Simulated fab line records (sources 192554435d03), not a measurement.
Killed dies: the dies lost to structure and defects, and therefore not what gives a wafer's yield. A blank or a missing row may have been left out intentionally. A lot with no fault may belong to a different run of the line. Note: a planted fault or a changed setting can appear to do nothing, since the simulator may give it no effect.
fab line records	flow n5Finfet
record lots=4	wafers=12	lastDay=19
route steps=1938 shown PMOS_HMC_CHANNEL_EPI@86 FIN_SAQP@90 BEOL_M4@1111 PASSIVATION@1936
lots untouched by any fault: they come from a run of this same line in which no faults occurred
startH: start of the lot's first displayed wafer, in hours after the record's first day	waitH: how many hours have passed since the lot's step before this one	" unchanged from the row above	L1.1+2: one row covering several wafers at once	- no value, or no start was given	* or withheld: withheld	< > ~ a bound
route shown NAME@n: names a module that has steps shown in the file, with the first one's number in the route	usual: the fault-free wafers' mean and standard deviation	same: alike in all rows	chamber/n: place in a boat	sites: per-site readings	_std_site: standard deviation of those values	_edge_site: the outer-site mean with the inner-site mean subtracted	radiusMm: how far each site lies from the wafer's centre	mask NAME#n: copy n	behind: the last tool/chamber to shape the wafer	hold: why the lot was held/for how many hours/how that ended	device: names the non-switching transistor (n, p or np)	end of line: tests run on the same wafers once the route is complete	where a step has no rows: the recipe by itself	killed: dies that structure and defects cost at the first sort, which is not the same as the wafer's yield	map: shows each die of a wafer: x if killed, . if not, _ if none is there
set.NAME: the setting as run; set.NAME@STEP: as run at that earlier step	model.NAME: the simulator's own value behind a step, which no gauge read
a table for each step, a row for each wafer; lots at some steps of the route
services: from which hour (startH, from the record's first day; less than 0 if before it) a tool's chamber was out of use, for how many hours, and why
## steps
# step N5_PMOS_HMC_CHANNEL_EPI_SRD_25
# recipe dry=ipaMarangoni	doPpb=5	timeS=30	tempC=23	rinseLiquid=diw
# step N5_PMOS_HMC_CHANNEL_EPI_EPI_26
# recipe material=Si	targetThkA=38	tempC=650	precursor=SiH4/H2	pressureTorr=20	timeS=22.7
# step N5_FIN_SAQP_PRECLEAN_42
# recipe chemistry=O3/DIW	timeS=60	tempC=22	o3Ppm=10
# step N5_FIN_SAQP_PRECLEAN_00
# recipe chemistry=SC1	timeS=60	tempC=55	mix=1:2:50
# step N5_FIN_SAQP_PRECLEAN_44
# recipe chemistry=SC2	timeS=45	tempC=35	mix=1:1:50
# step N5_FIN_SAQP_SRD_01
# recipe dry=ipaMarangoni	timeS=30	tempC=23	rinseLiquid=diw
# step N5_FIN_SAQP_ALD_61
# recipe material=SiO2	targetThkA=40	tempC=300	aldPrecursorFamily=BDEAS	aldCoReactant=O2-plasma	pulseTimeS=1	purgeTimeS=2	coReactantPurgeTimeS=2	aldCycles=43	pressureTorr=2
# step N5_FIN_SAQP_DENSIFY_62
# recipe tempC=700	timeS=60	ambient=N2	idleTempC=600	rampUpCPerS=150	rampDownCPerS=60	coolToC=600
# step N5_FIN_SAQP_HM_DEP_03
# recipe material=SiNx	targetThkA=380	tempC=400	precursor=SiH4/NH3/N2	pressureTorr=1.5	rfW=300	timeS=33.6
# step N5_FIN_SAQP_PECVD_47
# recipe material=a-Si	targetThkA=450	tempC=400	precursor=SiH4/He	pressureTorr=3	rfW=100	timeS=36.3
# usual chamberPressureTorr=2.999/0.0061	heaterPowerOuterW=496/81	heaterPowerW=799/110	showerheadPlenumPTorr=5.65/0.047	throttleValvePct=18.3/0.81
lot.wafer	tool	chamber	startH	waitH	chamberPressureTorr	heaterPowerOuterW	heaterPowerW	showerheadPlenumPTorr	throttleValvePct
L484.1	pecvd-02	2	57.27	0.0	3.008	397	637	5.54	18.1
L484.4	"	1	"	"	3.005	502	777	5.66	19.0
L484.5	"	0	"	"	3.009	500	802	5.69	17.5
L493.1	pecvd-02	1	111.57	0.0	-	-	-	-	-
L493.2	"	0	"	"	-	-	-	-	-
L493.6	"	2	"	"	-	-	-	-	-
L494.1	pecvd-02	2	116.91	0.0	-	-	-	-	-
L494.5	"	2	"	"	-	-	-	-	-
L494.6	"	0	"	"	-	-	-	-	-
L500.1	pecvd-04	1	153.56	0.0	2.998	427	714	5.70	18.7
L500.2	"	2	"	"	3.004	476	839	5.65	17.8
L500.3	"	0	"	"	3.010	572	873	5.71	18.1
# step N5_FIN_SAQP_PECVD_48
# recipe material=SiNx	targetThkA=250	tempC=400	precursor=SiH4/NH3/N2	pressureTorr=1.5	rfW=300	timeS=22.1
# step N5_FIN_SAQP_PECVD_06
# recipe material=a-Si	targetThkA=600	tempC=400	precursor=SiH4/He	pressureTorr=3	rfW=100	timeS=48.1
# step N5_FIN_SAQP_HM_DEP_72
# recipe material=SiO2	targetThkA=120	tempC=400	precursor=SiH4/N2O	pressureTorr=0.75	rfW=275	timeS=7.2
# step N5_FIN_SAQP_COAT_49
# recipe resist=SOC	tempC=250	timeS=60	spinRpm=1500	resistThkNm=100
# step N5_FIN_SAQP_COAT_50
# recipe resist=SiARC	tempC=220	timeS=60	spinRpm=1500	resistThkNm=35
# step N5_FIN_SAQP_COAT_10
# recipe resist=CAR-ArF	spinRpm=1500	resistThkNm=90
# step N5_FIN_SAQP_EBR_12
# recipe solvent=PGMEA	ebrWidthMm=1.5
# step N5_FIN_SAQP_SOFTBAKE_11
# recipe tempC=110	timeS=60	resist=CAR-ArF
# step N5_FIN_SAQP_EXPOSE_13
# recipe maskId=FIN_CORE	na=1.35	sourceShape=dipole	sigmaInner=0.538	sigmaOuter=0.738	polarization=te	targetCdNm=35.6	doseMj=63.25
# step N5_FIN_SAQP_PEB_14
# recipe pebTempC=withheld	pebTimeS=60	resist=CAR-ArF
# step N5_FIN_SAQP_DEVELOP_15
# recipe developTimeS=30	developer=TMAH	resist=CAR-ArF	devTempC=23	rinseLiquid=diw	dry=airSpin
# step N5_FIN_SAQP_DESCUM_21
# recipe chemistry=O2	timeS=7.9	sourcePowerW=50	biasPowerW=20	pressureMtorr=20	rfFrequencyHz=2.712e+07	tempC=40	resist=CAR-ArF	o2FlowSccm=225
# step N5_FIN_SAQP_ETCH_51
# recipe chemistry=CF4	target=SiARC	targetDepthA=455	maskMaterial=CAR-ArF	timeS=75.8	ionEnergyEv=80	pressureMtorr=40	sourceW=545	biasW=36	Ar_flow_sccm=100	cf4FlowSccm=100	ends=cleared
# step N5_FIN_SAQP_ETCH_52
# recipe chemistry=N2/H2	target=SOC	targetDepthA=1000	overetchA=200	maskMaterial=SiARC	tempC=40	timeS=150	ionEnergyEv=200	pressureMtorr=30	sourceW=840	biasW=150	n2FlowSccm=200	h2FlowSccm=200	ends=endPoint
# step N5_FIN_SAQP_STRIP_53
# recipe chemistry=N2/H2	tempC=40	n2FlowSccm=200	h2FlowSccm=200	rfFrequencyHz=6e+07
# step N5_FIN_SAQP_HM_OPEN_73
# recipe chemistry=CHF3/O2	target=SiO2	stopOn=a-Si	targetDepthA=120	overEtchFrac=1.8	maskMaterial=SOC	timeS=16.8	pressureMtorr=30	sourceW=650	biasW=170	Ar_flow_sccm=200	CHF3_flow_sccm=50	O2_flow_sccm=5	ionEnergyEv=200	ends=endPoint
# step N5_FIN_SAQP_STRIP_74
# recipe chemistry=CHF3/O2	resist=SiARC	rfFrequencyHz=6e+07
# step N5_FIN_SAQP_MANDREL_ETCH_22
# recipe targetDepthA=600	chemistry=HBr/Cl2	target=a-Si	stopOn=SiNx	btTimeS=10	overEtchFrac=0.5	timeS=30	pressureMtorr=10	icpW=800	biasW=75	HBr_flow_sccm=150	Cl2_flow_sccm=80	ends=endPoint
# step N5_FIN_SAQP_STRIP_55
# recipe chemistry=N2/H2	powerW=500	tempC=40	pressureMtorr=50	rfFrequencyHz=6e+07	overashFraction=0.3	biasPowerW=28	h2Frac=0.5	n2FlowSccm=300	h2FlowSccm=300
# step N5_FIN_SAQP_STRIP_23
# recipe chemistry=SPM	timeS=750	tempC=130	h2so4H2o2VolRatio=4
# step N5_FIN_SAQP_SRD_66
# recipe dry=ipaMarangoni	timeS=30	tempC=23	rinseLiquid=diw
# step N5_FIN_SAQP_RECESS_75
# recipe chemistry=HF/NH3	target=SiO2	targetDepthA=144	afsCycles=3	tempC=30	sublimationTempC=180	sublimationTimeS=60
# step N5_FIN_SAQP_SPACER1_ALD_24
# recipe material=SiO2	targetThkA=203	tempC=300	aldPrecursorFamily=BDEAS	aldCoReactant=O2-plasma	pulseTimeS=1	purgeTimeS=2	coReactantPurgeTimeS=2	aldCycles=218	pressureTorr=2
# step N5_FIN_SAQP_SPACER1_ETCHBACK_25
# recipe chemistry=CHF3/O2	mode=anisotropicEtchback	target=SiO2	targetDepthA=244	timeS=12.2	pressureMtorr=30	sourceW=650	biasW=170	Ar_flow_sccm=200	CHF3_flow_sccm=50	O2_flow_sccm=5	ionEnergyEv=200
# step N5_FIN_SAQP_MANDREL1_REMOVE_56
# recipe chemistry=HBr/Cl2/O2	btTimeS=10	target=a-Si	stopOn=SiNx	endpoint=OES-SiCl	overEtchFrac=1	icpW=600	biasW=22	HBr_flow_sccm=150	Cl2_flow_sccm=80	O2_flow_sccm=5	pressureMtorr=10
# step N5_FIN_SAQP_MANDREL_ETCH_58
# recipe chemistry=HBr/Cl2	target=a-Si	targetDepthA=450	btTimeS=10	stopOn=SiNx	maskMaterial=SiO2	overEtchFrac=0.8	timeS=27	pressureMtorr=10	icpW=800	biasW=75	HBr_flow_sccm=150	Cl2_flow_sccm=80	ends=endPoint
# usual drypumpMotorCurrentA=5.6/0.48	oesProductAu=0.695/0.011	throttleValvePct=35.59/0.25
lot.wafer	tool	chamber	startH	waitH	drypumpMotorCurrentA	oesProductAu	rfHoursCounterH	throttleValvePct	model.etch.depthNm
L484.1	rieSi-02	2	64.41	0.0	5.5	0.694	202	36.02	45.13
L484.4	"	0	"	"	5.7	0.717	98	35.82	45.36
L484.5	"	3	"	"	6.0	0.703	-	35.48	45.8
L493.1	rieSi-02	2	114.79	0.0	5.5	0.309	1	36.75	0
L493.2	"	1	"	"	6.0	0.329	143	36.25	0
L493.6	"	2	"	"	5.5	0.318	-	36.75	0
L494.1	rieSi-01	1	120.48	0.0	5.7	0.322	20	36.20	0
L494.5	"	1	"	"	5.7	0.326	-	36.20	0
L494.6	"	2	"	"	5.3	0.312	-	36.21	0
L500.1	rieSi-01	1	156.41	0.0	5.7	0.701	20	35.44	44.63
L500.2	"	3	"	"	4.7	0.692	41	35.78	44.3
L500.3	"	2	"	"	5.3	0.684	106	35.44	44.44
# step N5_FIN_SAQP_MANDREL2_REMOVE_60
# recipe chemistry=HBr/Cl2/O2	btTimeS=10	target=a-Si	stopOn=SiNx	endpoint=OES-SiCl	overEtchFrac=1	icpW=600	biasW=22	HBr_flow_sccm=150	Cl2_flow_sccm=80	O2_flow_sccm=5	pressureMtorr=10
# usual drypumpMotorCurrentA=5.6/0.53	oesProductAu=0.998/0.011	throttleValvePct=36.71/0.29
lot.wafer	tool	chamber	startH	waitH	drypumpMotorCurrentA	oesProductAu	rfHoursCounterH	throttleValvePct	model.FIN_SAQP.cdNm
L484.1	rieSi-06	3	66.49	0.1	6.1	0.985	46	36.72	8.2
L484.4	"	2	"	"	6.1	0.989	-	36.49	8
L484.5	"	3	"	"	6.1	0.987	-	36.72	8.2
L493.1	rieSi-02	1	116.05	0.1	6.0	1.010	143	36.62	20.2
L493.2	"	2	"	"	5.5	0.988	1	37.13	20.6
L493.6	"	1	"	"	6.0	1.014	-	36.62	20.4
L494.1	rieSi-06	0	122.05	0.1	4.9	1.008	1	37.24	20.2
L494.5	"	1	"	"	5.0	0.992	-	36.25	20.2
L494.6	"	2	"	"	6.1	0.987	-	36.49	20.4
L500.1	rieSi-02	0	160.68	0.1	5.6	1.015	100	36.97	8
L500.2	"	1	"	"	6.0	1.013	144	36.62	8
L500.3	"	3	"	"	6.0	0.992	76	36.63	8
# step N5_FIN_SAQP_CD_MEAS_31
# recipe targetCdNm=8	landingEnergyEv=1000	detector=seInlens	polarity=line
# usual cdNm=8.09/0.21
lot.wafer	tool	chamber	startH	waitH	cdNm
L484.1	cdSem-01	0	66.60	0.1	8.14
L484.4	"	0	"	"	7.96
L484.5	"	0	"	"	8.51
L493.1	cdSem-02	0	116.16	0.1	-
L493.2	"	0	"	"	-
L493.6	"	0	"	"	-
L494.1	cdSem-02	0	122.16	0.1	-
L494.5	"	0	"	"	-
L494.6	"	0	"	"	-
L500.1	cdSem-01	0	160.79	0.1	7.61
L500.2	"	0	"	"	7.88
L500.3	"	0	"	"	8.12
# step N5_FIN_SAQP_ETCH_34
# recipe chemistry=C4F6/O2	target=SiO2	targetDepthA=450	timeS=15	ionEnergyEv=250	pressureMtorr=30	sourceW=345	biasW=185	Ar_flow_sccm=300	C4F6_flow_sccm=10	O2_flow_sccm=10	ends=cleared
# usual drypumpMotorCurrentA=5.6/0.3	etchRfOnTimeS=14.85/0.18	oesProductAu=0.72/0.088	rfVppV=666/10	showerheadPlenumPTorr=2.91/0.08	throttleValvePct=21.01/0.16
lot.wafer	tool	chamber	startH	waitH	drypumpMotorCurrentA	etchRfOnTimeS	oesProductAu	rfHoursCounterH	rfVppV	showerheadPlenumPTorr	throttleValvePct	model.FIN_SAQP.cdNm
L484.1	rieDiel-04	0	66.72	0.0	5.7	14.94	0.63	181	661	2.82	21.12	8.2
L484.4	"	2	"	"	5.4	14.79	0.79	-	654	2.91	21.04	8
L484.5	"	3	"	"	5.6	14.93	0.79	-	660	2.91	21.02	8.2
L493.1	rieDiel-01	3	116.28	0.0	5.7	14.92	0.79	17	659	2.79	20.84	20.2
L493.2	"	0	"	"	5.3	14.91	0.78	39	684	3.01	20.80	20.6
L493.6	"	3	"	"	5.7	14.84	0.79	-	659	2.79	20.85	20.4
L494.1	rieDiel-02	3	122.28	0.0	5.1	15.09	0.65	154	672	2.96	20.98	20.2
L494.5	"	0	"	"	5.7	14.74	0.61	-	668	2.92	21.41	20.2
L494.6	"	3	"	"	5.1	15.06	0.65	-	670	2.96	21.00	20.4
L500.1	rieDiel-01	2	160.97	0.0	6.1	14.78	0.77	44	676	3.01	20.84	8.2
L500.2	"	1	"	"	5.9	14.89	0.59	213	668	2.94	21.15	8
L500.3	"	3	"	"	5.7	14.70	0.76	35	660	2.78	20.87	8.2
# step N5_BEOL_M4_RC_MEAS_101
# usual DIBL_N=36.2/1.2	DIBL_P=36.3/1.3	IOFF_N=0.155/0.019	IOFF_P=0.210/0.029	ION_N=677/8.6	ION_P=465/6.8	SS_N=71.4/0.48	SS_P=73.2/0.53	VT_N=249.9/2.4	VT_P=-250/3.2
lot.wafer	tool	chamber	startH	waitH	DIBL_N[mV/V]	DIBL_P[mV/V]	IOFF_N[nA/um]	IOFF_P[nA/um]	ION_N[uA/um]	ION_P[uA/um]	SS_N[mV/dec]	SS_P[mV/dec]	VT_N[mV]	VT_P[mV]
L484.1	prober-02	0	216.13	0.0	34.9	35.8	0.154	0.217	693	471	71.2	72.6	249.1	-247
L484.4	"	0	"	"	34.4	34.1	0.138	0.199	679	464	71.4	73.3	249.7	-249
L484.5	"	0	"	"	36.1	37.7	0.175	0.253	686	480	71.2	73.4	246.2	-248
L500.1	prober-02	0	329.04	0.0	36.2	35.4	0.151	0.202	671	464	71.4	73.1	249.5	-252
L500.2	"	0	"	"	35.7	35.3	0.148	0.196	665	455	71.2	72.5	251.8	-252
L500.3	"	0	"	"	38.5	37.9	0.202	0.232	680	461	72.1	74.5	247.8	-252
# step N5_PASSIVATION_PROBE_49
# usual defectLimitedYield=91.2/1.4	killed_at_M0_to_M3=34/10	killed_at_M4_up=13/5.1	killedAtContacts=12/6.5	killedAtFrontEnd=41/11	killedAtOther=4/3.3	killedDies=104/16	killedOnRim=14/3.9	killedOpen=69/13	killedShort=33/7	sort_bin_5_function=5.1/0.91	sort_bin_6_memory=3.3/0.69	sortNPass=1076/16	sortYieldPct=91.2/1.4
# same grossDies=1180	killedAtBackSide=0	sort_bin_4_leakage[%]=0	sort_bin_8_speed[%]=0
lot.wafer	tool	chamber	startH	waitH	defectLimitedYield[%]	killed_at_M0_to_M3	killed_at_M4_up	killedAtContacts	killedAtFrontEnd	killedAtOther	killedDies	killedOnRim	killedOpen	killedShort	sort_bin_5_function[%]	sort_bin_6_memory[%]	sortNPass	sortYieldPct[%]
L493.1	prober-02	-	371.32	0.0	0	7	2	1	1169	1	1180	152	16	4	71.7	3.3	0	0
L493.2	prober-02	-	371.37	0.1	0	8	0	3	1167	2	1180	152	10	5	71.4	2.9	0	0
L493.6	prober-02	-	371.57	0.3	0	7	2	1	1170	0	1180	152	12	4	73.4	3.1	0	0
L494.1	prober-02	-	376.53	0.0	0	7	0	5	1167	1	1180	152	11	5	73.4	3.2	0	0
L494.5	prober-02	-	376.73	0.2	0	6	4	1	1169	0	1180	152	12	6	72.5	3.1	0	0
L494.6	prober-02	-	376.78	0.3	0	6	4	0	1168	2	1180	152	10	6	73.6	3.2	0	0
# killed by level:class
L493.1 FIN_SAQP:lostPattern=1153 FIN_SAQP:areaPecvd=7 STI_FIN_REVEAL:geometricParticle:open=5 BEOL_M2:geometricParticle:open=3 BEOL_M3:geometricParticle:open=2 FIN_SAQP:geometricParticle:open=1 STI_FIN_REVEAL:geometricParticle:short=1 GATE_CUT:geometricParticle:short=1
L493.2 FIN_SAQP:lostPattern=1163 BEOL_M1:geometricParticle:open=3 BEOL_M3:geometricParticle:open=2 MOL_CONTACT_COAG:geometricParticle:short=2 PASS1_CAP:geometricParticle:short=2 FIN_SAQP:areaPecvd=2 STI_FIN_REVEAL:geometricParticle:open=1 GATE_CUT:geometricParticle:open=1
L493.6 FIN_SAQP:lostPattern=1163 STI_FIN_REVEAL:geometricParticle:open=3 BEOL_M0_SAQP:geometricParticle:open=2 BEOL_M0_SAQP:geometricParticle:short=2 BEOL_M0:geometricParticle:open=2 BEOL_M4:geometricParticle:open=2 FIN_SAQP:geometricParticle:short=1 FIN_CUT:geometricParticle:open=1
L494.1 FIN_SAQP:lostPattern=1157 FIN_SAQP:areaPecvd=7 MOL_CONTACT_COAG:geometricParticle:open=4 GATE_CUT:geometricParticle:short=2 BEOL_M0_SAQP:geometricParticle:open=2 GATE_CUT:geometricParticle:open=1 MOL_CONTACT_COAG:geometricParticle:short=1 BEOL_M0_SAQP:geometricParticle:short=1
L494.5 FIN_SAQP:lostPattern=1158 FIN_SAQP:areaPecvd=4 BEOL_M4:geometricParticle:open=3 STI_FIN_REVEAL:geometricParticle:open=2 BEOL_M0_SAQP:geometricParticle:short=2 BEOL_M3:geometricParticle:open=2 FIN_SAQP:geometricParticle:open=1 STI_FIN_REVEAL:geometricParticle:short=1
L494.6 FIN_SAQP:lostPattern=1162 BEOL_M3:geometricParticle:open=3 BEOL_M4:geometricParticle:open=2 PAD_METAL:geometricParticle:short=2 FIN_SAQP:areaPecvd=2 FIN_SAQP:geometricParticle:short=1 STI_FIN_REVEAL:geometricParticle:open=1 DUMMY_GATE:geometricParticle:open=1
# map L493.1 (x killed, . not)
_________________xxxxxxxxxxxx________________
______________xxxxxxxxxxxxxxxxxx_____________
___________xxxxxxxxxxxxxxxxxxxxxxxx__________
__________xxxxxxxxxxxxxxxxxxxxxxxxxx_________
________xxxxxxxxxxxxxxxxxxxxxxxxxxxxxx_______
_______xxxxxxxxxxxxxxxxxxxxxxxxxxxxxxxx______
______xxxxxxxxxxxxxxxxxxxxxxxxxxxxxxxxxx_____
_____xxxxxxxxxxxxxxxxxxxxxxxxxxxxxxxxxxxx____
____xxxxxxxxxxxxxxxxxxxxxxxxxxxxxxxxxxxxxx___
___xxxxxxxxxxxxxxxxxxxxxxxxxxxxxxxxxxxxxxxx__
___xxxxxxxxxxxxxxxxxxxxxxxxxxxxxxxxxxxxxxxx__
__xxxxxxxxxxxxxxxxxxxxxxxxxxxxxxxxxxxxxxxxxx_
__xxxxxxxxxxxxxxxxxxxxxxxxxxxxxxxxxxxxxxxxxx_
_xxxxxxxxxxxxxxxxxxxxxxxxxxxxxxxxxxxxxxxxxxxx
_xxxxxxxxxxxxxxxxxxxxxxxxxxxxxxxxxxxxxxxxxxxx
_xxxxxxxxxxxxxxxxxxxxxxxxxxxxxxxxxxxxxxxxxxxx
_xxxxxxxxxxxxxxxxxxxxxxxxxxxxxxxxxxxxxxxxxxxx
_xxxxxxxxxxxxxxxxxxxxxxxxxxxxxxxxxxxxxxxxxxxx
_xxxxxxxxxxxxxxxxxxxxxxxxxxxxxxxxxxxxxxxxxxxx
_xxxxxxxxxxxxxxxxxxxxxxxxxxxxxxxxxxxxxxxxxxxx
_xxxxxxxxxxxxxxxxxxxxxxxxxxxxxxxxxxxxxxxxxxxx
__xxxxxxxxxxxxxxxxxxxxxxxxxxxxxxxxxxxxxxxxxx_
__xxxxxxxxxxxxxxxxxxxxxxxxxxxxxxxxxxxxxxxxxx_
___xxxxxxxxxxxxxxxxxxxxxxxxxxxxxxxxxxxxxxxx__
___xxxxxxxxxxxxxxxxxxxxxxxxxxxxxxxxxxxxxxxx__
____xxxxxxxxxxxxxxxxxxxxxxxxxxxxxxxxxxxxxx___
_____xxxxxxxxxxxxxxxxxxxxxxxxxxxxxxxxxxxx____
______xxxxxxxxxxxxxxxxxxxxxxxxxxxxxxxxxx_____
_______xxxxxxxxxxxxxxxxxxxxxxxxxxxxxxxx______
________xxxxxxxxxxxxxxxxxxxxxxxxxxxxxx_______
__________xxxxxxxxxxxxxxxxxxxxxxxxxx_________
___________xxxxxxxxxxxxxxxxxxxxxxxx__________
______________xxxxxxxxxxxxxxxxxx_____________
_________________xxxxxxxxxxxx________________
# map L494.1 (x killed, . not)
_________________xxxxxxxxxxxx________________
______________xxxxxxxxxxxxxxxxxx_____________
___________xxxxxxxxxxxxxxxxxxxxxxxx__________
__________xxxxxxxxxxxxxxxxxxxxxxxxxx_________
________xxxxxxxxxxxxxxxxxxxxxxxxxxxxxx_______
_______xxxxxxxxxxxxxxxxxxxxxxxxxxxxxxxx______
______xxxxxxxxxxxxxxxxxxxxxxxxxxxxxxxxxx_____
_____xxxxxxxxxxxxxxxxxxxxxxxxxxxxxxxxxxxx____
____xxxxxxxxxxxxxxxxxxxxxxxxxxxxxxxxxxxxxx___
___xxxxxxxxxxxxxxxxxxxxxxxxxxxxxxxxxxxxxxxx__
___xxxxxxxxxxxxxxxxxxxxxxxxxxxxxxxxxxxxxxxx__
__xxxxxxxxxxxxxxxxxxxxxxxxxxxxxxxxxxxxxxxxxx_
__xxxxxxxxxxxxxxxxxxxxxxxxxxxxxxxxxxxxxxxxxx_
_xxxxxxxxxxxxxxxxxxxxxxxxxxxxxxxxxxxxxxxxxxxx
_xxxxxxxxxxxxxxxxxxxxxxxxxxxxxxxxxxxxxxxxxxxx
_xxxxxxxxxxxxxxxxxxxxxxxxxxxxxxxxxxxxxxxxxxxx
_xxxxxxxxxxxxxxxxxxxxxxxxxxxxxxxxxxxxxxxxxxxx
_xxxxxxxxxxxxxxxxxxxxxxxxxxxxxxxxxxxxxxxxxxxx
_xxxxxxxxxxxxxxxxxxxxxxxxxxxxxxxxxxxxxxxxxxxx
_xxxxxxxxxxxxxxxxxxxxxxxxxxxxxxxxxxxxxxxxxxxx
_xxxxxxxxxxxxxxxxxxxxxxxxxxxxxxxxxxxxxxxxxxxx
__xxxxxxxxxxxxxxxxxxxxxxxxxxxxxxxxxxxxxxxxxx_
__xxxxxxxxxxxxxxxxxxxxxxxxxxxxxxxxxxxxxxxxxx_
___xxxxxxxxxxxxxxxxxxxxxxxxxxxxxxxxxxxxxxxx__
___xxxxxxxxxxxxxxxxxxxxxxxxxxxxxxxxxxxxxxxx__
____xxxxxxxxxxxxxxxxxxxxxxxxxxxxxxxxxxxxxx___
_____xxxxxxxxxxxxxxxxxxxxxxxxxxxxxxxxxxxx____
______xxxxxxxxxxxxxxxxxxxxxxxxxxxxxxxxxx_____
_______xxxxxxxxxxxxxxxxxxxxxxxxxxxxxxxx______
________xxxxxxxxxxxxxxxxxxxxxxxxxxxxxx_______
__________xxxxxxxxxxxxxxxxxxxxxxxxxx_________
___________xxxxxxxxxxxxxxxxxxxxxxxx__________
______________xxxxxxxxxxxxxxxxxx_____________
_________________xxxxxxxxxxxx________________
## services
tool	chamber	startH	hours	kind
rieDiel-04	0	37.44	4.8	repair
rieSi-02	3	38.60	2.0	repair
rieDiel-01	3	44.76	-	clean
rieDiel-01	3	44.76	-	consumableReplace:focusRing
rieDiel-01	3	44.76	18.8	scheduledDown
rieDiel-01	3	44.76	18.8	ventCycle
rieSi-06	0	51.06	-	clean
rieSi-06	0	51.06	19.7	scheduledDown
rieSi-06	0	51.06	19.7	ventCycle
rieSi-02	2	75.73	-	clean
rieSi-02	2	75.73	13.4	scheduledDown
rieSi-02	2	75.73	13.4	ventCycle
rieDiel-04	-	89.16	0.4	repair
rieSi-06	1	90.62	10.5	repair
rieSi-06	-	90.73	0.3	repair
rieSi-06	3	95.15	22.9	repair
rieSi-06	0	105.77	2.3	repair
rieDiel-02	0	113.52	7.3	repair
rieSi-06	0	129.46	5.0	repair
rieDiel-01	1	136.85	10.3	repair
rieDiel-02	1	137.28	9.5	repair
rieDiel-04	3	144.66	14.2	repair
pecvd-04	-	158.24	2.8	pm
rieDiel-02	-	159.50	1.4	repair
## key
firstSign step=N5_FIN_SAQP_PECVD_47	reading=toolRecord	direction=missing
effect step=N5_FIN_SAQP_MANDREL_ETCH_58	reading=oesProductAu	direction=down	sigmas=35	usual=0.695	struck=0.319
effect step=N5_FIN_SAQP_CD_MEAS_31	reading=cdNm	direction=missing
effect step=N5_PASSIVATION_PROBE_49	reading=killedAtFrontEnd	direction=up	sigmas=99+	usual=41	struck=1168
modelEffect step=N5_FIN_SAQP_MANDREL_ETCH_58	value=etch.depthNm	without=45	struck=0
modelEffect step=N5_FIN_SAQP_MANDREL2_REMOVE_60	value=FIN_SAQP.cdNm	without=8.033	struck=20.33
modelEffect step=N5_FIN_SAQP_ETCH_34	value=FIN_SAQP.cdNm	without=8.033	struck=20.33
metAt N5_FIN_SAQP_PECVD_47
struckWafers L493.1,L493.2,L493.6,L494.1,L494.5,L494.6
laterRowsLeftOut L493.1,L493.2,L493.6,L494.1,L494.5,L494.6
onsetBetween 57.27 111.57
fault kind=skippedStepWhole	tool=pecvd-02	chamber=-	onsetH=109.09	steps=N5_FIN_SAQP_PECVD_47	scope=struckLotsOnly
# laterRowsLeftOut: the simulator's readings of these wafers behind a module that went badly wrong aren't trusted and aren't shown, but for the sort
